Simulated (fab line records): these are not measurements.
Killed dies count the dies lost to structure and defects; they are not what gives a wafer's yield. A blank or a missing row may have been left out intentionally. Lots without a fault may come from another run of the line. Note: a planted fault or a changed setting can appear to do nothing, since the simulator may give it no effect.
fab line records	flow n5_finfet	part 1 of 2: steps 1 to 27 of 34
record: lots: 7	wafers: 21	last_day: 16
route steps=1938 shown BEOL_M4@1033
lots with no fault: from the same line, run without faults
start_h: hours from the record's opening day to when the first of the lot's shown wafers began	wait_h: how many hours have passed since the lot's step before this one	" same as the row above	L1.1+2: a row that stands for several wafers	- no value present, or no start provided	* or withheld: withheld	< > ~ a bound
route shown NAME@n: NAME is a module with steps in the file, n the number in the route of the first one	usual: mean/standard deviation of fault-free wafers	same: alike in all rows	chamber/n: place in a boat	sites: per-site readings	_std_site: how widely they spread, as a standard deviation	_edge_site: inner sites' mean taken away from outer sites' mean	radius_mm: how far each site lies from the wafer's centre	mask NAME#n: copy n	behind: tool/chamber where the wafer was last shaped	hold: what put the lot on hold/how long, in hours/how the hold closed	device: the n, p or np transistor that did not switch	end of line: the route-end tests of the same wafers	step lacking rows: just its recipe	killed: at the first sort, the dies lost to defects and structure; wafer yield is something else	map: a wafer's dies, marking killed ones x, the rest . and places with no die _
set.NAME: the setting the step ran with; set.NAME@STEP: the setting that earlier step ran with	model.NAME: the simulator's own value behind a step, which no gauge read
lots at selected steps of the route; one table per step, one row per wafer
services: from which hour (start_h, from the record's first day; less than 0 if before it) a tool's chamber was out of use, for how many hours, and why
== steps ==
step: N5_BEOL_M4_DEVELOP_10
recipe: develop_time_s: 30	developer: TMAH	resist: CAR-EUV	rinse_liquid: surfactant_rinse	dry: air_spin	dev_temp_c: 23
step: N5_BEOL_M4_CD_MEAS_11
recipe: target_cd_nm: 16.79	landing_energy_ev: 500	detector: se_inlens	polarity: opening
usual: cd_nm: 16.84/0.23
lot.wafer	tool	chamber	start_h	wait_h	cd_nm
L635.1	cd_sem-03	0	175.65	-	16.84
L635.3	"	0	"	"	16.96
L635.6	"	0	"	"	16.78
L636.1	cd_sem-03	0	177.15	-	16.47
L636.2	"	0	"	"	16.68
L636.6	"	0	"	"	16.70
L637.3	cd_sem-02	0	185.10	-	17.05
L637.4	"	0	"	"	16.87
L637.5	"	0	"	"	16.97
L638.3	cd_sem-01	0	196.48	-	16.96
L638.4	"	0	"	"	16.89
L638.6	"	0	"	"	16.97
L646.2	cd_sem-01	0	245.76	-	17.11
L646.3	"	0	"	"	17.33
L646.5	"	0	"	"	16.85
L650.1	cd_sem-03	0	262.94	-	17.19
L650.2	"	0	"	"	17.11
L650.4	"	0	"	"	17.24
L653.1	cd_sem-03	0	276.17	-	16.67
L653.3	"	0	"	"	16.60
L653.5	"	0	"	"	16.89
step: N5_BEOL_M4_OVL_MEAS_12
recipe: points_per_wafer: 522
usual: M4_OVL: 0.2/0.66
lot.wafer	tool	chamber	start_h	wait_h	M4_OVL[nm]
L635.1	overlay-02	0	175.68	0.0	0.2
L635.3	"	0	"	"	-0.1
L635.6	"	0	"	"	-0.1
L636.1	overlay-02	0	177.18	0.0	0.7
L636.2	"	0	"	"	0.2
L636.6	"	0	"	"	0.1
L637.3	overlay-02	0	185.13	0.0	0.0
L637.4	"	0	"	"	0.3
L637.5	"	0	"	"	0.9
L638.3	overlay-01	0	196.52	0.0	-0.5
L638.4	"	0	"	"	-0.4
L638.6	"	0	"	"	-0.3
L646.2	overlay-02	0	245.80	0.0	1.6
L646.3	"	0	"	"	1.1
L646.5	"	0	"	"	1.1
L650.1	overlay-02	0	262.97	0.0	0.2
L650.2	"	0	"	"	0.2
L650.4	"	0	"	"	-0.6
L653.1	overlay-02	0	276.20	0.0	0.6
L653.3	"	0	"	"	1.1
L653.5	"	0	"	"	0.2
step: N5_BEOL_M4_INSPECT_13
recipe: mode: adi	inspect_instrument: brightfield
usual: raw_defect_count: 396/92
lot.wafer	tool	chamber	start_h	wait_h	raw_defect_count
L635.1	defect_inspect-02	-	175.74	0.1	525
L635.3	"	-	"	"	505
L635.6	"	-	"	"	556
L636.1	defect_inspect-02	-	177.24	0.1	454
L636.2	"	-	"	"	549
L636.6	"	-	"	"	513
L637.3	defect_inspect-01	-	185.18	0.0	494
L637.4	"	-	"	"	360
L637.5	"	-	"	"	400
L638.3	defect_inspect-01	-	196.56	0.0	345
L638.4	"	-	"	"	444
L638.6	"	-	"	"	336
L646.2	defect_inspect-01	-	245.85	0.0	349
L646.3	"	-	"	"	256
L646.5	"	-	"	"	312
L650.1	defect_inspect-01	-	263.03	0.1	509
L650.2	"	-	"	"	407
L650.4	"	-	"	"	328
L653.1	defect_inspect-02	-	276.26	0.1	230
L653.3	"	-	"	"	300
L653.5	"	-	"	"	319
step: N5_BEOL_M4_DESCUM_16
recipe: chemistry: O2	time_s: 7	source_power_w: 50	bias_power_w: 20	pressure_mtorr: 20	rf_frequency_hz: 2.712e+07	temp_c: 40	resist: CAR-EUV	o2_flow_sccm: 225
usual: drypump_motor_current_A: 5.9/0.51	o2_flow_sccm: 225.0/0.64	oes_product_au: 0.79/0.079	rf_vpp_V: 243.3/1.3	showerhead_plenum_p_Torr: 2.10/0.067	throttle_valve_pct: 20.41/0.25
lot.wafer	tool	chamber	start_h	wait_h	drypump_motor_current_A	o2_flow_sccm	oes_product_au	rf_hours_counter_h	rf_vpp_V	showerhead_plenum_p_Torr	throttle_valve_pct
L635.1	rie_diel-05	0	175.96	0.2	5.6	224.7	0.82	83	240.9	2.02	20.22
L635.3	"	2	"	"	6.6	224.8	0.76	146	243.6	2.09	20.39
L635.6	"	2	"	"	6.6	224.8	0.77	-	243.3	2.10	20.41
L636.1	rie_diel-05	0	177.27	0.0	5.6	223.4	0.84	83	242.1	2.02	20.22
L636.2	"	3	"	"	5.6	224.6	0.78	126	244.4	2.20	20.56
L636.6	"	3	"	"	5.6	225.6	0.78	-	244.7	2.20	20.54
L637.3	rie_diel-04	0	185.30	0.1	6.6	225.3	0.70	231	241.0	1.98	20.28
L637.4	"	0	"	"	6.6	223.6	0.70	-	241.4	1.98	20.26
L637.5	"	3	"	"	5.7	226.7	0.72	-	245.2	2.17	20.16
L638.3	rie_diel-04	0	197.09	0.5	6.6	224.7	0.69	238	241.9	1.98	20.27
L638.4	"	3	"	"	5.7	226.2	0.71	200	243.8	2.16	20.19
L638.6	"	3	"	"	5.6	225.5	0.71	-	243.7	2.16	20.17
L646.2	rie_diel-05	0	246.09	0.2	5.6	225.6	0.80	111	241.5	2.01	20.24
L646.3	"	3	"	"	5.5	224.7	0.75	155	244.4	2.19	20.60
L646.5	"	1	"	"	6.3	224.9	0.92	-	242.7	2.14	20.15
L650.1	rie_diel-01	0	263.06	0.0	5.5	225.0	0.85	81	242.8	2.11	20.74
L650.2	"	2	"	"	6.6	224.0	0.69	223	243.2	2.08	20.51
L650.4	"	3	"	"	5.1	225.0	0.70	244	242.2	1.98	20.51
L653.1	rie_diel-05	2	276.36	0.1	6.6	224.9	0.73	188	242.9	2.08	20.46
L653.3	"	3	"	"	5.6	225.2	0.75	164	244.9	2.19	20.61
L653.5	"	2	"	"	6.6	225.8	0.74	-	242.6	2.08	20.48
step: N5_BEOL_M4_ETCH_74
recipe: chemistry: N2/H2	target: underlayer	target_depth_a: 65	mask_material: CAR-EUV	time_s: 5.2	ion_energy_ev: 200	pressure_mtorr: 30	source_w: 840	bias_w: 150	n2_flow_sccm: 200	h2_flow_sccm: 200	ends: cleared
usual: drypump_motor_current_A: 5.9/0.51	etch_rf_on_time_s: 5.24/0.066	oes_product_au: 0.67/0.066	rf_vpp_V: 524.1/2.4	showerhead_plenum_p_Torr: 2.55/0.08	throttle_valve_pct: 17.79/0.27
lot.wafer	tool	chamber	start_h	wait_h	drypump_motor_current_A	etch_rf_on_time_s	oes_product_au	rf_hours_counter_h	rf_vpp_V	showerhead_plenum_p_Torr	throttle_valve_pct
L635.1	rie_diel-05	0	175.99	0.0	5.6	5.39	0.69	83	523.9	2.46	17.53
L635.3	"	2	"	"	6.6	5.32	0.66	146	523.6	2.55	17.80
L635.6	"	2	"	"	6.6	5.27	0.66	-	524.0	2.55	17.82
L636.1	rie_diel-05	0	177.31	0.0	5.6	5.33	0.71	83	523.1	2.46	17.53
L636.2	"	3	"	"	5.6	5.25	0.66	126	527.7	2.66	17.83
L636.6	"	3	"	"	5.6	5.19	0.66	-	527.8	2.66	17.83
L637.3	rie_diel-04	0	185.34	0.0	6.6	5.31	0.60	231	521.4	2.40	17.70
L637.4	"	0	"	"	6.6	5.27	0.60	-	521.4	2.40	17.69
L637.5	"	3	"	"	5.7	5.21	0.62	-	525.8	2.63	17.62
L638.3	rie_diel-04	0	197.12	0.0	6.6	5.36	0.59	238	519.6	2.40	17.73
L638.4	"	3	"	"	5.7	5.22	0.61	200	526.2	2.62	17.60
L638.6	"	3	"	"	5.7	5.28	0.61	-	525.5	2.62	17.61
L646.2	rie_diel-05	0	246.12	0.0	5.6	5.34	0.68	111	520.7	2.45	17.57
L646.3	"	3	"	"	5.6	5.24	0.64	155	526.3	2.65	17.89
L646.5	"	1	"	"	6.3	5.26	0.77	-	526.8	2.60	17.47
L650.1	rie_diel-01	0	263.10	0.0	5.4	5.26	0.71	81	523.2	2.57	18.13
L650.2	"	2	"	"	6.6	5.30	0.59	223	521.3	2.51	17.83
L650.4	"	3	"	"	5.1	5.18	0.60	244	518.7	2.40	17.87
L653.1	rie_diel-05	2	276.39	0.0	6.6	5.35	0.63	188	523.0	2.53	17.84
L653.3	"	3	"	"	5.6	5.32	0.63	164	524.4	2.64	17.91
L653.5	"	2	"	"	6.6	5.30	0.63	-	525.8	2.53	17.87
step: N5_BEOL_M4_ETCH_63
recipe: chemistry: CF4	target: SiARC	target_depth_a: 156	mask_material: CAR-EUV	time_s: 26	ion_energy_ev: 80	pressure_mtorr: 40	source_w: 545	bias_w: 36	Ar_flow_sccm: 100	cf4_flow_sccm: 100	ends: cleared
usual: drypump_motor_current_A: 5.9/0.51	etch_rf_on_time_s: 26.2/0.33	oes_product_au: 0.67/0.066	rf_vpp_V: 184.2/1.2	showerhead_plenum_p_Torr: 2.15/0.064	throttle_valve_pct: 15.61/0.23
lot.wafer	tool	chamber	start_h	wait_h	drypump_motor_current_A	etch_rf_on_time_s	oes_product_au	rf_hours_counter_h	rf_vpp_V	showerhead_plenum_p_Torr	throttle_valve_pct
L635.1	rie_diel-05	0	176.01	0.0	5.6	26.6	0.70	83	184.2	2.08	15.46
L635.3	"	2	"	"	6.6	26.4	0.66	146	182.8	2.14	15.64
L635.6	"	2	"	"	6.6	26.2	0.66	-	182.1	2.14	15.63
L636.1	rie_diel-05	0	177.33	0.0	5.6	26.5	0.70	83	180.8	2.08	15.47
L636.2	"	3	"	"	5.5	26.0	0.66	126	186.6	2.24	15.71
L636.6	"	3	"	"	5.5	26.0	0.67	-	185.4	2.24	15.72
L637.3	rie_diel-04	0	185.35	0.0	6.6	26.3	0.59	231	183.3	2.03	15.50
L637.4	"	0	"	"	6.6	26.3	0.59	-	182.6	2.03	15.50
L637.5	"	3	"	"	5.7	26.0	0.63	-	184.0	2.21	15.45
L638.3	rie_diel-04	0	197.14	0.0	6.6	26.6	0.59	238	182.2	2.03	15.51
L638.4	"	3	"	"	5.6	26.2	0.61	200	185.1	2.21	15.43
L638.6	"	3	"	"	5.6	26.4	0.61	-	185.1	2.21	15.44
L646.2	rie_diel-05	0	246.14	0.0	5.6	26.5	0.68	111	183.5	2.07	15.50
L646.3	"	3	"	"	5.6	26.0	0.65	155	184.7	2.23	15.77
L646.5	"	1	"	"	6.3	26.0	0.77	-	184.7	2.19	15.30
L650.1	rie_diel-01	0	263.11	0.0	5.5	25.8	0.72	81	182.6	2.17	15.90
L650.2	"	2	"	"	6.6	26.3	0.59	223	184.7	2.12	15.72
L650.4	"	3	"	"	5.1	25.7	0.60	244	181.8	2.03	15.74
L653.1	rie_diel-05	2	276.41	0.0	6.6	26.0	0.64	188	185.4	2.13	15.73
L653.3	"	3	"	"	5.5	25.9	0.64	164	185.0	2.23	15.79
L653.5	"	2	"	"	6.6	26.5	0.63	-	184.6	2.13	15.72
step: N5_BEOL_M4_ETCH_64
recipe: chemistry: N2/H2	target: SOC	target_depth_a: 750	overetch_a: 225	mask_material: SiARC	temp_c: 40	time_s: 121.9	ion_energy_ev: 200	pressure_mtorr: 30	source_w: 840	bias_w: 150	n2_flow_sccm: 200	h2_flow_sccm: 200
usual: drypump_motor_current_A: 5.9/0.51	oes_product_au: 0.60/0.058	rf_vpp_V: 524.2/2.4	showerhead_plenum_p_Torr: 2.55/0.08	throttle_valve_pct: 17.75/0.27
lot.wafer	tool	chamber	start_h	wait_h	drypump_motor_current_A	oes_product_au	rf_hours_counter_h	rf_vpp_V	showerhead_plenum_p_Torr	throttle_valve_pct
L635.1	rie_diel-05	0	176.04	0.0	5.6	0.64	83	522.0	2.46	17.49
L635.3	"	2	"	"	6.6	0.59	146	522.6	2.55	17.74
L635.6	"	2	"	"	6.6	0.59	-	524.8	2.55	17.74
L636.1	rie_diel-05	0	177.35	0.0	5.5	0.63	83	521.8	2.46	17.49
L636.2	"	3	"	"	5.5	0.60	126	528.3	2.66	17.80
L636.6	"	3	"	"	5.6	0.59	-	528.1	2.66	17.77
L637.3	rie_diel-04	0	185.38	0.0	6.6	0.53	231	519.8	2.40	17.68
L637.4	"	0	"	"	6.6	0.53	-	519.6	2.40	17.65
L637.5	"	3	"	"	5.6	0.55	-	525.8	2.63	17.56
L638.3	rie_diel-04	0	197.17	0.0	6.6	0.53	238	519.2	2.40	17.68
L638.4	"	3	"	"	5.7	0.55	200	525.7	2.62	17.56
L638.6	"	3	"	"	5.7	0.55	-	526.2	2.62	17.56
L646.2	rie_diel-05	0	246.17	0.0	5.6	0.61	112	522.0	2.45	17.54
L646.3	"	3	"	"	5.6	0.57	155	526.8	2.65	17.85
L646.5	"	1	"	"	6.3	0.69	-	524.2	2.60	17.42
L650.1	rie_diel-01	0	263.14	0.0	5.5	0.64	81	525.4	2.57	18.10
L650.2	"	2	"	"	6.6	0.53	223	524.2	2.50	17.81
L650.4	"	3	"	"	5.1	0.54	244	519.2	2.40	17.83
L653.1	rie_diel-05	2	276.44	0.0	6.6	0.56	188	525.8	2.53	17.83
L653.3	"	3	"	"	5.6	0.58	164	528.1	2.64	17.83
L653.5	"	2	"	"	6.6	0.56	-	524.2	2.53	17.82
step: N5_BEOL_M4_STRIP_65
recipe: chemistry: N2/H2	temp_c: 40	n2_flow_sccm: 200	h2_flow_sccm: 200	rf_frequency_hz: 6e+07
step: N5_BEOL_M4_STRIP_75
recipe: chemistry: N2/H2	temp_c: 40	n2_flow_sccm: 200	h2_flow_sccm: 200	rf_frequency_hz: 6e+07
step: N5_BEOL_M4_STRIP_66
recipe: chemistry: CF4	resist: SiARC	power_w: 300	bias_power_w: 75	pressure_mtorr: 50	cf4_flow_sccm: 150	rf_frequency_hz: 6e+07
step: N5_BEOL_M4_HM_OPEN_17
recipe: chemistry: Cl2/BCl3	target_depth_a: 200	overetch_a: 60	target: TiN	mask_material: SOC	ion_energy_ev: 150	pressure_mtorr: 10	icp_w: 1000	bias_w: 126	Cl2_flow_sccm: 53.25	bcl3_flow_sccm: 21.75	Ar_flow_sccm: 25
step: N5_BEOL_M4_STRIP_19
recipe: chemistry: O2	power_w: 400	temp_c: 40	pressure_mtorr: 30	rf_frequency_hz: 6e+07	bias_power_w: 0	overash_fraction: 0.2	o2_flow_sccm: 225
usual: bias_power_w: 0/0	chamber_pressure_mTorr: 29.998/0.026	drypump_motor_current_A: 5.9/0.54	o2_flow_sccm: 225.0/0.66	oes_product_au: 0.78/0.082	rf_vpp_V: 3.7/0.47	showerhead_plenum_p_Torr: 2.10/0.07	throttle_valve_pct: 16.69/0.25
lot.wafer	tool	chamber	start_h	wait_h	bias_power_w	chamber_pressure_mTorr	drypump_motor_current_A	o2_flow_sccm	oes_product_au	rf_hours_counter_h	rf_vpp_V	showerhead_plenum_p_Torr	throttle_valve_pct	model.SOC_of_BEOL_M4_COAT_61.thk_nm
L635.1	rie_diel-04	1	176.42	0.2	-	-	-	-	-	-	-	-	-	52.2
L635.3	"	3	"	"	-	-	-	-	-	-	-	-	-	52
L635.6	"	1	"	"	-	-	-	-	-	-	-	-	-	52
L636.1	rie_diel-04	1	177.64	0.1	-	-	-	-	-	-	-	-	-	52.2
L636.2	"	3	"	"	-	-	-	-	-	-	-	-	-	52.2
L636.6	"	1	"	"	-	-	-	-	-	-	-	-	-	52.2
L637.3	rie_diel-05	2	185.67	0.1	-	-	-	-	-	-	-	-	-	52.2
L637.4	"	2	"	"	-	-	-	-	-	-	-	-	-	52
L637.5	"	3	"	"	-	-	-	-	-	-	-	-	-	52.2
L638.3	rie_diel-04	0	197.60	0.2	0	30.032	6.6	226.3	0.69	238	3.8	1.98	16.57	0
L638.4	"	3	"	"	0	29.967	5.6	226.3	0.72	200	3.4	2.17	16.48	0
L638.6	"	0	"	"	0	29.971	6.6	225.2	0.69	-	4.0	1.98	16.58	0
L646.2	rie_diel-01	1	246.45	0.1	0	29.978	6.7	224.3	0.83	82	3.7	2.13	17.02	0
L646.3	"	2	"	"	0	30.003	6.6	225.3	0.69	217	3.9	2.08	16.76	0
L646.5	"	2	"	"	0	29.992	6.6	224.6	0.70	-	3.5	2.08	16.77	0
L650.1	rie_diel-01	1	263.43	0.1	0	29.980	6.6	223.3	0.83	88	3.4	2.13	17.03	0
L650.2	"	3	"	"	0	29.959	5.1	226.2	0.69	244	3.5	1.98	16.79	0
L650.4	"	2	"	"	0	30.053	6.6	224.5	0.69	223	3.8	2.08	16.78	0
L653.1	rie_diel-05	2	276.73	0.1	0	29.970	6.6	224.8	0.73	188	3.5	2.08	16.76	0
L653.3	"	3	"	"	0	29.966	5.5	224.2	0.75	164	3.8	2.19	16.88	0
L653.5	"	1	"	"	0	29.981	6.3	224.2	0.89	-	3.6	2.14	16.40	0
step: N5_BEOL_M4_CD_MEAS_18
recipe: pitch_nm: 36	target_cd_nm: 18
usual: cd_nm: 18.04/0.29
lot.wafer	tool	chamber	start_h	wait_h	cd_nm
L635.1	cd_sem-02	-	176.49	0.0	18.46
L635.3	"	-	"	"	17.91
L635.6	"	-	"	"	18.47
L636.1	cd_sem-02	-	177.71	0.0	17.96
L636.2	"	-	"	"	17.58
L636.6	"	-	"	"	17.87
L637.3	cd_sem-01	-	185.74	0.1	18.60
L637.4	"	-	"	"	17.78
L637.5	"	-	"	"	18.53
L638.3	cd_sem-03	-	197.67	0.1	18.41
L638.4	"	-	"	"	18.15
L638.6	"	-	"	"	18.49
L646.2	cd_sem-02	-	246.53	0.1	18.48
L646.3	"	-	"	"	17.61
L646.5	"	-	"	"	18.52
L650.1	cd_sem-01	-	263.50	0.0	18.04
L650.2	"	-	"	"	18.29
L650.4	"	-	"	"	18.01
L653.1	cd_sem-03	-	276.81	0.1	18.11
L653.3	"	-	"	"	18.12
L653.5	"	-	"	"	18.37
step: N5_BEOL_M4_COAT_67
recipe: resist: SOC	temp_c: 250	time_s: 60	spin_rpm: 1500	resist_thk_nm: 60
step: N5_BEOL_M4_COAT_68
recipe: resist: SiARC	temp_c: 220	time_s: 60	spin_rpm: 1500	resist_thk_nm: 12
step: N5_BEOL_M4_COAT_76
recipe: resist: underlayer	temp_c: 205	time_s: 60	spin_rpm: 1500	resist_thk_nm: 5
step: N5_BEOL_M4_COAT_22
recipe: resist: CAR-EUV	spin_rpm: 1500	resist_thk_nm: 30
step: N5_BEOL_M4_EBR_24
recipe: solvent: PGMEA	ebr_width_mm: 1.5
step: N5_BEOL_M4_SOFTBAKE_23
recipe: temp_c: 110	time_s: 60	resist: CAR-EUV
step: N5_BEOL_M4_EXPOSE_25
recipe: mask_id: V3	na: 0.33	source_shape: quasar	sigma_inner: 0.2	sigma_outer: 0.8	polarization: unpolarized	defocus_nm: 5	dose_mj: 63
step: N5_BEOL_M4_PEB_26
recipe: peb_temp_c: 100	peb_time_s: 60	resist: CAR-EUV
step: N5_BEOL_M4_DEVELOP_27
recipe: develop_time_s: 30	developer: TMAH	resist: CAR-EUV	rinse_liquid: surfactant_rinse	dry: air_spin	dev_temp_c: 23
step: N5_BEOL_M4_CD_MEAS_28
recipe: target_cd_nm: 26.2	landing_energy_ev: 500	detector: se_inlens	target_cd_y_nm: 24.1	polarity: opening
usual: cd_nm: 26.27/0.24
lot.wafer	tool	chamber	start_h	wait_h	cd_nm
L635.1	cd_sem-03	0	176.93	-	26.05
L635.3	"	0	"	"	26.53
L635.6	"	0	"	"	26.29
L636.1	cd_sem-01	0	178.03	-	26.40
L636.2	"	0	"	"	26.40
L636.6	"	0	"	"	25.86
L637.3	cd_sem-01	0	186.18	-	26.31
L637.4	"	0	"	"	26.10
L637.5	"	0	"	"	26.46
L638.3	cd_sem-01	0	198.12	-	26.32
L638.4	"	0	"	"	26.48
L638.6	"	0	"	"	26.38
L646.2	cd_sem-01	0	246.89	-	26.43
L646.3	"	0	"	"	25.98
L646.5	"	0	"	"	26.38
L650.1	cd_sem-03	0	263.81	-	26.14
L650.2	"	0	"	"	25.88
L650.4	"	0	"	"	26.45
L653.1	cd_sem-03	0	277.13	-	26.47
L653.3	"	0	"	"	26.34
L653.5	"	0	"	"	26.17
step: N5_BEOL_M4_OVL_MEAS_29
recipe: points_per_wafer: 522
usual: V3_OVL: 0.3/0.56
lot.wafer	tool	chamber	start_h	wait_h	V3_OVL[nm]
L635.1	overlay-01	0	176.96	0.0	-1.6
L635.3	"	0	"	"	-3.2
L635.6	"	0	"	"	-0.8
L636.1	overlay-01	0	178.06	0.0	-0.7
L636.2	"	0	"	"	0.4
L636.6	"	0	"	"	-1.5
L637.3	overlay-01	0	186.22	0.0	-0.8
L637.4	"	0	"	"	-0.2
L637.5	"	0	"	"	-1.2
L638.3	overlay-02	0	198.16	0.0	0.5
L638.4	"	0	"	"	1.0
L638.6	"	0	"	"	0.3
L646.2	overlay-01	0	246.93	0.0	0.0
L646.3	"	0	"	"	1.3
L646.5	"	0	"	"	-0.3
L650.1	overlay-02	0	263.84	0.0	-0.2
L650.2	"	0	"	"	0.3
L650.4	"	0	"	"	-0.7
L653.1	overlay-01	0	277.16	0.0	0.2
L653.3	"	0	"	"	0.0
L653.5	"	0	"	"	0.1
step: N5_BEOL_M4_INSPECT_30
recipe: mode: adi	inspect_instrument: brightfield
usual: raw_defect_count: 399/92
lot.wafer	tool	chamber	start_h	wait_h	raw_defect_count
L635.1	defect_inspect-02	-	177.02	0.1	488
L635.3	"	-	"	"	524
L635.6	"	-	"	"	507
L636.1	defect_inspect-02	-	178.11	0.1	420
L636.2	"	-	"	"	494
L636.6	"	-	"	"	475
L637.3	defect_inspect-01	-	186.27	0.0	413
L637.4	"	-	"	"	315
L637.5	"	-	"	"	340
L638.3	defect_inspect-01	-	198.21	0.0	348
L638.4	"	-	"	"	421
L638.6	"	-	"	"	316
L646.2	defect_inspect-02	-	246.98	0.0	356
L646.3	"	-	"	"	261
L646.5	"	-	"	"	307
L650.1	defect_inspect-01	-	263.90	0.1	496
L650.2	"	-	"	"	426
L650.4	"	-	"	"	341
L653.1	defect_inspect-01	-	277.22	0.1	197
L653.3	"	-	"	"	306
L653.5	"	-	"	"	323
step: N5_BEOL_M4_DESCUM_33
recipe: chemistry: O2	time_s: 7	source_power_w: 50	bias_power_w: 20	pressure_mtorr: 20	rf_frequency_hz: 2.712e+07	temp_c: 40	resist: CAR-EUV	o2_flow_sccm: 225
== key ==
first_sign: step: N5_BEOL_M4_STRIP_19	reading: tool_record	direction: missing
effect: step: N5_BEOL_M4_OVL_MEAS_29	reading: V3_OVL	direction: down	sigmas: 2.4	usual: 0.3	struck: -1.1	wafers_moved: 6
effect: step: N5_BEOL_M4_ETCH_70	reading: oes_product_au	direction: up	sigmas: 3.6	usual: 0.58	struck: 0.78
model_effect: step: N5_BEOL_M4_STRIP_19	value: SOC_of_BEOL_M4_COAT_61.thk_nm	without: 0	struck: 52.13
model_effect: step: N5_BEOL_M4_ETCH_70	value: etch.depth_nm	without: 59.98	struck: 103
met_at N5_BEOL_M4_STRIP_19
struck_wafers L635.1,L635.3,L635.6,L636.1,L636.2,L636.6,L637.3,L637.4,L637.5
later_rows_left_out L635.1,L635.3,L635.6,L636.1,L636.2,L636.6,L637.3,L637.4,L637.5
sort_left_out L635.1,L635.3,L635.6,L636.1,L636.2,L636.6,L637.3,L637.4,L637.5
fault: kind: skipped_step_whole	tool: rie_diel-04,rie_diel-05	chamber: -	onset_h: 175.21	steps: N5_BEOL_M4_STRIP_19	scope: struck_lots_only
sort_left_out: the simulated sort isn't trusted on such a fault, so these wafers' sort isn't shown, and their yield isn't known
later_rows_left_out: the simulator's readings of these wafers behind a module that went badly wrong aren't trusted and aren't shown, but for the sort
